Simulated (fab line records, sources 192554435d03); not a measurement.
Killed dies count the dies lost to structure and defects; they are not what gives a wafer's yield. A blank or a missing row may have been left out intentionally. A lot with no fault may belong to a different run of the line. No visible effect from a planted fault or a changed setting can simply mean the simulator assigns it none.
fab line records | flow n5Finfet
[record] lots = 7 wafers = 39
route steps=1938 shown ZERO_LAYER@14 FIN_SAQP@125 SPACER0@259 BEOL_M0@738 BEOL_M1@814 BEOL_M3@996 BEOL_M6@1239 BEOL_M9@1401 BEOL_M13@1673 BEOL_M14@1716 TV_LITHO@1886 PASSIVATION@1936
startH: hours from the record's first day to the start of the lot's first wafer shown | waitH: how many hours have passed since the lot's step before this one | " the same as in the row above | L1.1+2: a single row standing in for several wafers | - no value, or no start was given | * or withheld: withheld | < > ~ a bound
route shown NAME@n: a module of which the file shows steps, and the number in the route of the first | usual: mean and standard deviation over wafers with no fault | same: alike in all rows | chamber/n: place in a boat | sites: the reading at each site | _std_site: their standard deviation | _edge_site: inner sites' mean taken away from outer sites' mean | radiusMm: for every site, how far away it sits from the centre of the wafer | mask NAME#n: copy n | behind: the last tool/chamber to shape the wafer | hold: reason for holding the lot/hours on hold/outcome of the hold | device: the transistor (n, p or np) that didn't switch | end of line: the route-end tests of the same wafers | a step given without rows: its recipe and nothing more | killed: at the first sort, the dies lost to defects and structure; wafer yield is something else | map: shows each die of a wafer: x if killed, . if not, _ if none is there
set.NAME: the run value of the setting; set.NAME@STEP: its run value at that earlier step | model.NAME: the simulator's own value behind a step, which no gauge read
one table per step and one row per wafer, for lots whose settings were changed on purpose
[[steps]]
[step N5_ZERO_LAYER_DESCUM_16]
[recipe] chemistry = O2 timeS = 7.9 sourcePowerW = 50 biasPowerW = 20 pressureMtorr = 20 rfFrequencyHz = 2.712e+07 tempC = 40 o2FlowSccm = 225
[step N5_FIN_SAQP_SPACER1_ALD_24]
[recipe] material = SiO2 targetThkA = 203 tempC = 300 aldPrecursorFamily = BDEAS aldCoReactant = O2-plasma pulseTimeS = 1 purgeTimeS = 2 coReactantPurgeTimeS = 2 aldCycles = 218 pressureTorr = 2
[step N5_SPACER0_ALD_00]
[recipe] material = SiOCN targetThkA = 35 tempC = 400 aldPrecursorFamily = alkyl-aminosilane aldCoReactant = O2/N2-plasma pulseTimeS = 3 purgeTimeS = 2 coReactantPurgeTimeS = 2 aldCycles = 58 pressureTorr = 2
[step N5_BEOL_M0_SPUTTER_134]
[recipe] material = Cu targetThkA = 40 tempC = -20 chamberPressurePa = 0.07 powerW = withheld timeS = 7.37
[step N5_BEOL_M1_SPUTTER_48]
[recipe] material = Cu targetThkA = 45 tempC = -20 chamberPressurePa = 0.07 powerW = withheld timeS = 8.29
[step N5_BEOL_M3_SPUTTER_79]
[step N5_BEOL_M6_TRENCH_ETCH_37]
[recipe] chemistry = C4F6/O2 targetDepthA = 944.35 target = SiCOH_lowk timeS = 31.5 ionEnergyEv = 250 pressureMtorr = 30 sourceW = 345 biasW = 185 Ar_flow_sccm = 300 C4F6_flow_sccm = 10 O2_flow_sccm = 10
[step N5_BEOL_M6_SPUTTER_48]
[recipe] material = Cu targetThkA = 100 tempC = -20 biasV = 60 powerW = 26000 chamberPressurePa = 0.13 timeS = 1.667
[step N5_BEOL_M9_ILD_DEP_00]
[recipe] material = SiCOH_lowk targetThkA = 3085.1 tempC = 300 precursor = DEMS/porogen pressureTorr = 5 rfW = 500 timeS = 58
[step N5_BEOL_M13_ETCH_59]
[recipe] chemistry = N2/H2 target = BARC targetDepthA = 890 overetchA = 267 timeS = 67.9 ionEnergyEv = 200 pressureMtorr = 30 sourceW = 840 biasW = 150 n2FlowSccm = 200 h2FlowSccm = 200
[step N5_BEOL_M14_ILD_DEP_00]
[recipe] material = SiO2 targetThkA = 11193 tempC = 400 precursor = TEOS/O2 pressureTorr = 6.5 rfW = 900 teosFlowSccm = 161.4 gas = O2 flowSccm = 2650 timeS = 237.4
[step N5_PASSIVATION_DESCUM_12]
[step N5_PASSIVATION_PROBE_49]
[usual] killedAtFrontEnd = 39/9.9
// columns lot.wafer tool chamber startH waitH set.timeS@ZERO_LAYER_DESCUM_16 set.aldCycles@FIN_SAQP_SPACER1_ALD_24 set.aldCycles@SPACER0_ALD_00 set.timeS@BEOL_M0_SPUTTER_134 set.targetThkA@BEOL_M1_SPUTTER_48 set.timeS@BEOL_M3_SPUTTER_79 set.timeS@BEOL_M6_TRENCH_ETCH_37 set.targetThkA@BEOL_M6_SPUTTER_48 set.targetThkA@BEOL_M9_ILD_DEP_00 set.timeS@BEOL_M13_ETCH_59 set.targetThkA@BEOL_M14_ILD_DEP_00 set.timeS@PASSIVATION_DESCUM_12 killedAtFrontEnd
L076.1 prober-02 - 268.56 0.0 7.9 218 58 7.37 45 8.29 31.5 100 3085.1 67.9 11193 7.9 30
L076.4 prober-02 - 268.71 0.2 7.9 218 58 7.37 45 8.29 31.5 100 3085.1 67.9 11193 7.9 34
L076.5 prober-02 - 268.76 0.2 7.9 218 58 7.37 45 8.29 31.5 100 3085.1 67.9 11193 7.9 39
L077.1 prober-02 - 286.42 0.0 10.5 286 58 8.595 45 8.29 39.51 100 3085.1 50.85 5053 7.9 1122
L077.2 prober-02 - 286.47 0.1 7.9 286 70 7.37 45 4.864 31.5 100 3085.1 50.85 11193 7.9 1111
L077.3 prober-02 - 286.52 0.1 10.5 286 70 8.595 45 4.864 39.51 100 1976 67.9 11193 7.9 1107
L077.4 prober-02 - 286.57 0.2 10.5 218 58 7.37 52.16 4.864 31.5 100 1976 50.85 5053 7.9 29
L077.5 prober-02 - 286.62 0.2 7.9 218 58 7.37 52.16 8.29 39.51 100 3085.1 67.9 5053 7.9 36
L077.6 prober-02 - 286.67 0.3 7.9 218 70 8.595 52.16 8.29 31.5 100 1976 67.9 11193 7.9 26
L078.1 prober-02 - 294.38 0.0 7.9 278 58 3.988 58.79 3.605 31.5 100 4610 52.89 11193 12.34 1128
L078.2 prober-02 - 294.43 0.1 7.9 278 43 7.37 45 8.29 44.73 100 4610 67.9 15350 7.9 1122
L078.3 prober-02 - 294.48 0.1 7.9 278 58 7.37 58.79 8.29 31.5 49.43 3085.1 67.9 11193 12.34 1030
L078.4 prober-02 - 294.53 0.2 7.9 218 43 3.988 45 8.29 31.5 49.43 4610 52.89 15350 12.34 43
L078.5 prober-02 - 294.58 0.2 7.9 218 43 7.37 58.79 3.605 44.73 100 3085.1 67.9 11193 7.9 48
L078.6 prober-02 - 294.63 0.3 7.9 218 58 3.988 45 3.605 44.73 49.43 3085.1 52.89 15350 7.9 40
L079.1 prober-02 - 301.04 0.0 7.9 218 58 7.37 45 5.815 31.5 55.93 3085.1 67.9 11193 7.9 39
L079.2 prober-02 - 301.09 0.1 7.9 218 58 7.37 45 8.29 31.5 55.93 3085.1 67.9 11193 3.913 37
L079.3 prober-02 - 301.14 0.1 5.5 177 58 7.37 45 5.815 22.02 55.93 3085.1 99.99 11193 3.913 36
L079.4 prober-02 - 301.19 0.2 5.5 177 58 7.37 45 5.815 31.5 100 3085.1 99.99 11193 3.913 39
L079.5 prober-02 - 301.24 0.2 7.9 177 58 7.37 45 8.29 22.02 100 3085.1 67.9 11193 7.9 28
L079.6 prober-02 - 301.29 0.3 5.5 218 58 7.37 45 8.29 22.02 100 3085.1 99.99 11193 7.9 46
L086.1 prober-01 - 332.55 0.0 10.89 325 58 3.461 45 12.54 31.5 100 3085.1 37.72 16510 7.9 1103
L086.2 prober-01 - 332.60 0.1 7.9 218 58 7.37 36.36 12.54 31.5 100 1726 67.9 11193 7.9 32
L086.3 prober-01 - 332.65 0.1 7.9 218 58 3.461 45 8.29 26.64 100 1726 67.9 16510 7.9 46
L086.4 prober-01 - 332.70 0.2 10.89 325 58 7.37 36.36 8.29 26.64 100 1726 37.72 11193 7.9 1128
L086.5 prober-01 - 332.75 0.2 10.89 218 58 3.461 36.36 12.54 26.64 100 3085.1 37.72 16510 7.9 35
L086.6 prober-01 - 332.80 0.3 7.9 325 58 7.37 45 8.29 31.5 100 3085.1 67.9 11193 7.9 1110
L088.1 prober-02 - 357.20 0.0 7.9 218 58 9.922 45 8.29 21.03 100 1705 67.9 15850 7.9 44
L088.2 prober-02 - 357.25 0.1 7.9 218 58 7.37 45 5.46 31.5 100 3085.1 67.9 11193 7.9 37
L088.3 prober-02 - 357.30 0.1 7.9 218 58 9.922 45 5.46 21.03 100 1705 99.64 15850 7.9 32
L088.4 prober-02 - 357.35 0.2 6.594 218 58 7.37 45 8.29 21.03 100 3085.1 99.64 11193 4.503 29
L088.5 prober-02 - 357.40 0.2 6.594 218 58 7.37 45 8.29 31.5 100 1705 99.64 11193 4.503 35
L088.6 prober-02 - 357.45 0.3 6.594 218 58 9.922 45 5.46 31.5 100 3085.1 67.9 15850 4.503 34
L091.1 prober-02 - 364.73 0.0 3.698 312 58 4.076 59.52 3.365 31.5 100 3085.1 43.67 11193 12.18 1094
L091.2 prober-02 - 364.78 0.1 3.698 218 58 7.37 59.52 8.29 43.71 100 3085.1 67.9 11193 12.18 37
L091.3 prober-02 - 364.83 0.1 7.9 312 58 4.076 59.52 8.29 43.71 100 3085.1 67.9 7569 12.18 1103
L091.4 prober-02 - 364.88 0.2 3.698 312 58 7.37 45 8.29 31.5 100 3085.1 43.67 7569 7.9 1129
L091.5 prober-02 - 364.93 0.2 7.9 218 58 7.37 45 3.365 43.71 100 3085.1 43.67 7569 7.9 47
L091.6 prober-02 - 364.98 0.3 7.9 218 58 4.076 45 3.365 31.5 100 3085.1 67.9 11193 7.9 45
// killed by level:class
L076.1 MOL_CONTACT_COAG:geometricParticle:open=13 BEOL_M2:geometricParticle:open=11 BEOL_M0:geometricParticle:open=9 BEOL_M4:geometricParticle:open=6 STI_FIN_REVEAL:geometricParticle:open=4 STARTING-WAFER:geometricParticle:short=4 DUMMY_GATE:geometricParticle:short=4 MOL_CONTACT_COAG:geometricParticle:short=4
L076.4 BEOL_M0_SAQP:geometricParticle:short=10 STI_FIN_REVEAL:geometricParticle:open=9 DUMMY_GATE:geometricParticle:open=9 BEOL_M0_SAQP:geometricParticle:open=9 MOL_CONTACT_COAG:geometricParticle:open=8 BEOL_M4:geometricParticle:open=7 FIN_SAQP:geometricParticle:short=4 MOL_CONTACT_COAG:geometricParticle:short=4
L076.5 MOL_CONTACT_COAG:geometricParticle:open=16 STI_FIN_REVEAL:geometricParticle:open=10 FIN_SAQP:geometricParticle:short=8 BEOL_M4:geometricParticle:open=8 MOL_CONTACT_COAG:geometricParticle:short=5 BEOL_M1:geometricParticle:open=5 BEOL_M3:geometricParticle:open=5 FIN_SAQP:geometricParticle:open=4
L077.1 FIN_SAQP:areaAld=1079 FIN_SAQP:geometricParticle:open=7 BEOL_M3:geometricParticle:short=7 BEOL_M2:geometricParticle:open=7 FIN_SAQP:geometricParticle:short=6 DUMMY_GATE:geometricParticle:open=6 BEOL_M1:geometricParticle:open=6 MOL_CONTACT_COAG:geometricParticle:open=5
L077.2 FIN_SAQP:areaAld=1077 BEOL_M0_SAQP:geometricParticle:open=13 BEOL_M2:geometricParticle:open=10 BEOL_M0_SAQP:geometricParticle:short=9 DUMMY_GATE:geometricParticle:open=8 MOL_CONTACT_COAG:geometricParticle:open=8 BEOL_M2:geometricParticle:short=6 FIN_SAQP:geometricParticle:short=5
L077.3 FIN_SAQP:areaAld=1086 BEOL_M0_SAQP:geometricParticle:open=13 FIN_SAQP:geometricParticle:open=10 BEOL_M0_SAQP:geometricParticle:short=8 BEOL_M2:geometricParticle:open=7 MOL_CONTACT_COAG:geometricParticle:open=6 BEOL_M4:geometricParticle:open=6 PAD_METAL:geometricParticle:open=6
L077.4 MOL_CONTACT_COAG:areaAld=1065 MOL_CONTACT_COAG:geometricParticle:open=11 BEOL_M2:geometricParticle:short=8 BEOL_M0_SAQP:geometricParticle:open=7 BEOL_M2:geometricParticle:open=7 DUMMY_GATE:geometricParticle:open=6 BEOL_M0_SAQP:geometricParticle:short=6 STARTING-WAFER:geometricParticle:open=6
L077.5 MOL_CONTACT_COAG:areaAld=1075 BEOL_M0_SAQP:geometricParticle:short=16 BEOL_M0_SAQP:geometricParticle:open=13 FIN_SAQP:geometricParticle:open=10 BEOL_M2:geometricParticle:open=6 DUMMY_GATE:geometricParticle:open=6 BEOL_M4:geometricParticle:open=6 FIN_SAQP:geometricParticle:short=5
L077.6 BEOL_M9:areaDep=18 BEOL_M0_SAQP:geometricParticle:short=6 BEOL_M2:geometricParticle:open=6 DUMMY_GATE:geometricParticle:open=5 GATE_CUT:geometricParticle:short=5 BEOL_M0_SAQP:geometricParticle:open=5 BEOL_M3:geometricParticle:open=5 FIN_SAQP:geometricParticle:open=4
L078.1 FIN_SAQP:areaAld=1099 MOL_CONTACT_COAG:geometricParticle:open=11 BEOL_M0:interfaceVoidOpened=6 FIN_SAQP:geometricParticle:short=5 BEOL_M0_SAQP:geometricParticle:open=5 BEOL_M0_SAQP:geometricParticle:short=5 STARTING-WAFER:geometricParticle:open=5 FIN_SAQP:geometricParticle:open=4
L078.2 FIN_SAQP:areaAld=1093 MOL_CONTACT_COAG:geometricParticle:open=12 BEOL_M0_SAQP:geometricParticle:open=12 BEOL_M0_SAQP:geometricParticle:short=9 STI_FIN_REVEAL:geometricParticle:open=7 BEOL_M3:geometricParticle:open=6 ILD0:geometricParticle:open=5 FIN_SAQP:geometricParticle:open=4
L078.3 FIN_SAQP:areaAld=991 BEOL_M6:interfaceVoidOpened=90 BEOL_M0_SAQP:geometricParticle:short=16 BEOL_M0_SAQP:geometricParticle:open=12 MOL_CONTACT_COAG:geometricParticle:open=10 STI_FIN_REVEAL:geometricParticle:open=8 FIN_SAQP:geometricParticle:short=7 FIN_SAQP:geometricParticle:open=4
L078.4 BEOL_M9:areaEtch=985 BEOL_M6:interfaceVoidOpened=104 FIN_SAQP:geometricParticle:short=13 BEOL_M4:geometricParticle:open=7 STI_FIN_REVEAL:geometricParticle:open=6 DUMMY_GATE:geometricParticle:open=6 BEOL_M0_SAQP:geometricParticle:open=5 BEOL_M3:geometricParticle:open=5
L078.5 FIN_SAQP:geometricParticle:short=14 FIN_SAQP:geometricParticle:open=12 BEOL_M4:geometricParticle:open=12 BEOL_M0_SAQP:geometricParticle:open=10 BEOL_M2:geometricParticle:open=10 BEOL_M0_SAQP:geometricParticle:short=9 STI_FIN_REVEAL:geometricParticle:open=5 MOL_CONTACT_COAG:geometricParticle:open=5
L078.6 BEOL_M6:interfaceVoidOpened=101 STI_FIN_REVEAL:geometricParticle:open=13 BEOL_M2:geometricParticle:open=9 BEOL_M4:geometricParticle:open=7 BEOL_M0_SAQP:geometricParticle:short=6 BEOL_M6:areaEtch=6 STI_FIN_REVEAL:geometricParticle:short=5 BEOL_M3:geometricParticle:open=5
L079.1 BEOL_M6:interfaceVoidOpened=68 MOL_CONTACT_COAG:geometricParticle:open=11 FIN_SAQP:geometricParticle:short=9 FIN_SAQP:geometricParticle:open=8 BEOL_M2:geometricParticle:open=7 STI_FIN_REVEAL:geometricParticle:open=5 BEOL_M0_SAQP:geometricParticle:open=5 PASS1_CAP:geometricParticle:short=5
L079.2 BEOL_M6:interfaceVoidOpened=67 BEOL_M0_SAQP:geometricParticle:short=14 FIN_SAQP:geometricParticle:open=9 BEOL_M0_SAQP:geometricParticle:open=9 BEOL_M4:geometricParticle:open=8 MOL_CONTACT_COAG:geometricParticle:open=7 MOL_CONTACT_COAG:areaAld=7 BEOL_M4:geometricParticle:short=6
L079.3 BEOL_M6:interfaceVoidOpened=71 BEOL_M4:geometricParticle:open=16 FIN_SAQP:geometricParticle:open=12 BEOL_M1:geometricParticle:open=11 BEOL_M2:geometricParticle:open=10 BEOL_M6:areaEcd=9 MOL_CONTACT_COAG:areaAld=8 FIN_SAQP:geometricParticle:short=6
L079.4 FIN_SAQP:geometricParticle:open=15 BEOL_M3:geometricParticle:open=13 BEOL_M4:geometricParticle:open=12 BEOL_M0_SAQP:geometricParticle:short=9 BEOL_M0_SAQP:geometricParticle:open=7 BEOL_M2:geometricParticle:open=7 FIN_SAQP:geometricParticle:short=6 DUMMY_GATE:geometricParticle:open=6
L079.5 BEOL_M6:areaEcd=15 BEOL_M4:geometricParticle:open=12 MOL_CONTACT_COAG:geometricParticle:open=11 STI_FIN_REVEAL:geometricParticle:open=7 FIN_SAQP:geometricParticle:open=6 MOL_CONTACT_COAG:geometricParticle:short=5 BEOL_M0_SAQP:geometricParticle:open=4 BEOL_M1:geometricParticle:open=4
L079.6 FIN_SAQP:geometricParticle:open=18 BEOL_M2:geometricParticle:open=11 BEOL_M6:areaEcd=10 BEOL_M4:geometricParticle:open=8 MOL_CONTACT_COAG:areaAld=7 BEOL_M1:geometricParticle:open=6 STI_FIN_REVEAL:geometricParticle:open=6 ILD0:geometricParticle:short=6
L086.1 FIN_SAQP:areaAld=1070 BEOL_M3:geometricParticle:open=14 BEOL_M2:geometricParticle:open=10 MOL_CONTACT_COAG:geometricParticle:open=8 FIN_SAQP:geometricParticle:open=7 BEOL_M0_SAQP:geometricParticle:open=6 BEOL_M1:geometricParticle:open=6 BEOL_M4:geometricParticle:open=6
L086.2 BEOL_M9:areaDep=1030 MOL_CONTACT_COAG:geometricParticle:open=18 BEOL_M0_SAQP:geometricParticle:open=17 BEOL_M0_SAQP:geometricParticle:short=13 BEOL_M2:geometricParticle:open=8 FIN_SAQP:geometricParticle:open=7 DUMMY_GATE:geometricParticle:open=7 BEOL_M3:geometricParticle:open=7
L086.3 BEOL_M9:areaDep=1054 STI_FIN_REVEAL:geometricParticle:open=16 BEOL_M3:geometricParticle:open=13 BEOL_M0_SAQP:geometricParticle:short=8 BEOL_M2:geometricParticle:open=8 DUMMY_GATE:geometricParticle:open=7 BEOL_M0_SAQP:geometricParticle:open=7 MOL_CONTACT_COAG:geometricParticle:open=6
L086.4 FIN_SAQP:areaAld=1097 BEOL_M1:geometricParticle:open=10 BEOL_M3:geometricParticle:open=9 FIN_SAQP:geometricParticle:open=7 STI_FIN_REVEAL:geometricParticle:open=6 GATE_CUT:geometricParticle:short=5 BEOL_M0_SAQP:geometricParticle:short=5 BEOL_M2:geometricParticle:open=5
L086.5 MOL_CONTACT_COAG:areaAld=1005 FIN_SAQP:geometricParticle:open=10 FIN_SAQP:geometricParticle:short=9 MOL_CONTACT_COAG:geometricParticle:open=9 BEOL_M1:geometricParticle:open=8 DUMMY_GATE:geometricParticle:open=5 BEOL_M0_SAQP:geometricParticle:open=5 BEOL_M0_SAQP:geometricParticle:short=5
L086.6 FIN_SAQP:areaAld=1065 STI_FIN_REVEAL:geometricParticle:open=22 BEOL_M2:geometricParticle:open=13 FIN_SAQP:geometricParticle:open=9 MOL_CONTACT_COAG:geometricParticle:open=9 BEOL_M3:geometricParticle:open=9 BEOL_M0_SAQP:geometricParticle:open=8 BEOL_M0_SAQP:geometricParticle:short=6
L088.1 BEOL_M9:areaDep=1011 BEOL_M6:areaEcd=36 FIN_SAQP:geometricParticle:open=17 FIN_SAQP:geometricParticle:short=10 MOL_CONTACT_COAG:geometricParticle:open=9 BEOL_M4:geometricParticle:open=9 BEOL_M1:geometricParticle:open=8 BEOL_M2:geometricParticle:open=8
L088.2 MOL_CONTACT_COAG:areaAld=803 BEOL_M0_SAQP:geometricParticle:short=11 FIN_SAQP:geometricParticle:short=8 MOL_CONTACT_COAG:geometricParticle:open=7 GATE_CUT:geometricParticle:short=6 BEOL_M4:geometricParticle:open=6 GATE_CUT:geometricParticle:open=5 STI_FIN_REVEAL:geometricParticle:open=4
L088.3 MOL_CONTACT_COAG:areaAld=874 BEOL_M9:areaDep=195 BEOL_M4:geometricParticle:open=14 FIN_SAQP:geometricParticle:short=8 MOL_CONTACT_COAG:geometricParticle:open=7 BEOL_M0_SAQP:geometricParticle:open=6 FIN_SAQP:geometricParticle:open=5 DUMMY_GATE:geometricParticle:short=5
L088.4 MOL_CONTACT_COAG:areaAld=807 MOL_CONTACT_COAG:geometricParticle:open=11 BEOL_M0_SAQP:geometricParticle:open=11 BEOL_M1:geometricParticle:open=8 BEOL_M4:geometricParticle:open=8 FIN_SAQP:geometricParticle:open=6 FIN_SAQP:geometricParticle:short=6 BEOL_M0_SAQP:geometricParticle:short=6
L088.5 BEOL_M9:areaDep=1053 GATE_CUT:geometricParticle:short=7 MOL_CONTACT_COAG:geometricParticle:open=6 BEOL_M1:geometricParticle:short=6 BEOL_M4:geometricParticle:open=6 BEOL_M0_SAQP:geometricParticle:short=5 FIN_SAQP:geometricParticle:open=4 FIN_SAQP:geometricParticle:short=4
L088.6 GATE_CUT:geometricParticle:short=7 GATE_CUT:geometricParticle:open=7 BEOL_M0_SAQP:geometricParticle:short=7 BEOL_M0_SAQP:geometricParticle:open=5 BEOL_M4:geometricParticle:open=5 BEOL_M5:geometricParticle:open=5 FIN_SAQP:geometricParticle:short=4 BEOL_M0:geometricParticle:open=4
L091.1 FIN_SAQP:areaAld=1039 MOL_CONTACT_COAG:geometricParticle:open=12 BEOL_M0:interfaceVoidOpened=11 STI_FIN_REVEAL:geometricParticle:open=10 FIN_SAQP:geometricParticle:open=9 MOL_CONTACT_COAG:geometricParticle:short=8 FIN_SAQP:geometricParticle:short=7 GATE_CUT:geometricParticle:short=7
L091.2 MOL_CONTACT_COAG:geometricParticle:open=21 BEOL_M0_SAQP:geometricParticle:open=11 BEOL_M3:geometricParticle:open=11 STI_FIN_REVEAL:geometricParticle:open=10 BEOL_M2:geometricParticle:open=8 BEOL_M0_SAQP:geometricParticle:short=7 BEOL_M6:areaEtch=7 FIN_SAQP:geometricParticle:short=5
L091.3 FIN_SAQP:areaAld=1058 BEOL_M3:geometricParticle:open=17 BEOL_M0_SAQP:geometricParticle:short=12 BEOL_M1:geometricParticle:open=9 BEOL_M0_SAQP:geometricParticle:open=9 FIN_SAQP:geometricParticle:short=8 MOL_CONTACT_COAG:geometricParticle:open=7 FIN_SAQP:geometricParticle:open=6
L091.4 FIN_SAQP:areaAld=1094 MOL_CONTACT_COAG:geometricParticle:open=12 GATE_CUT:geometricParticle:short=7 BEOL_M1:geometricParticle:open=7 STI_FIN_REVEAL:geometricParticle:open=6 GATE_CUT:geometricParticle:open=6 BEOL_M2:geometricParticle:open=6 BEOL_M1:geometricParticle:short=5
L091.5 STI_FIN_REVEAL:geometricParticle:open=13 MOL_CONTACT_COAG:geometricParticle:open=12 BEOL_M0_SAQP:geometricParticle:short=12 BEOL_M0_SAQP:geometricParticle:open=9 BEOL_M3:geometricParticle:open=8 FIN_SAQP:geometricParticle:open=7 GATE_CUT:geometricParticle:short=6 BEOL_M2:geometricParticle:open=6
L091.6 MOL_CONTACT_COAG:areaAld=46 MOL_CONTACT_COAG:geometricParticle:open=15 STI_FIN_REVEAL:geometricParticle:open=12 BEOL_M3:geometricParticle:open=12 BEOL_M0_SAQP:geometricParticle:open=10 BEOL_M1:geometricParticle:open=7 BEOL_M0:interfaceVoidOpened=7 FIN_SAQP:geometricParticle:open=6
[[key]]
[split] step = N5_ZERO_LAYER_DESCUM_16 setting = timeS statedAs = 7.9
response none clear
[split] step = N5_FIN_SAQP_SPACER1_ALD_24 setting = aldCycles statedAs = 218
[response] step = N5_PASSIVATION_PROBE_49 reading = killedAtFrontEnd slope = +24.6 per = 1% togetherWith = all explained = 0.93
[split] step = N5_SPACER0_ALD_00 setting = aldCycles statedAs = 58
response none clear
[split] step = N5_BEOL_M0_SPUTTER_134 setting = timeS statedAs = 7.37
response none clear
[split] step = N5_BEOL_M1_SPUTTER_48 setting = targetThkA statedAs = 45
response none clear
[split] step = N5_BEOL_M3_SPUTTER_79 setting = timeS statedAs = 8.29
response none clear
[split] step = N5_BEOL_M6_TRENCH_ETCH_37 setting = timeS statedAs = 31.5
response none clear
[split] step = N5_BEOL_M6_SPUTTER_48 setting = targetThkA statedAs = 100
response none clear
[split] step = N5_BEOL_M9_ILD_DEP_00 setting = targetThkA statedAs = 3085.1
response none clear
[split] step = N5_BEOL_M13_ETCH_59 setting = timeS statedAs = 67.9
response none clear
[split] step = N5_BEOL_M14_ILD_DEP_00 setting = targetThkA statedAs = 11193
response none clear
[split] step = N5_PASSIVATION_DESCUM_12 setting = timeS statedAs = 7.9
response none clear
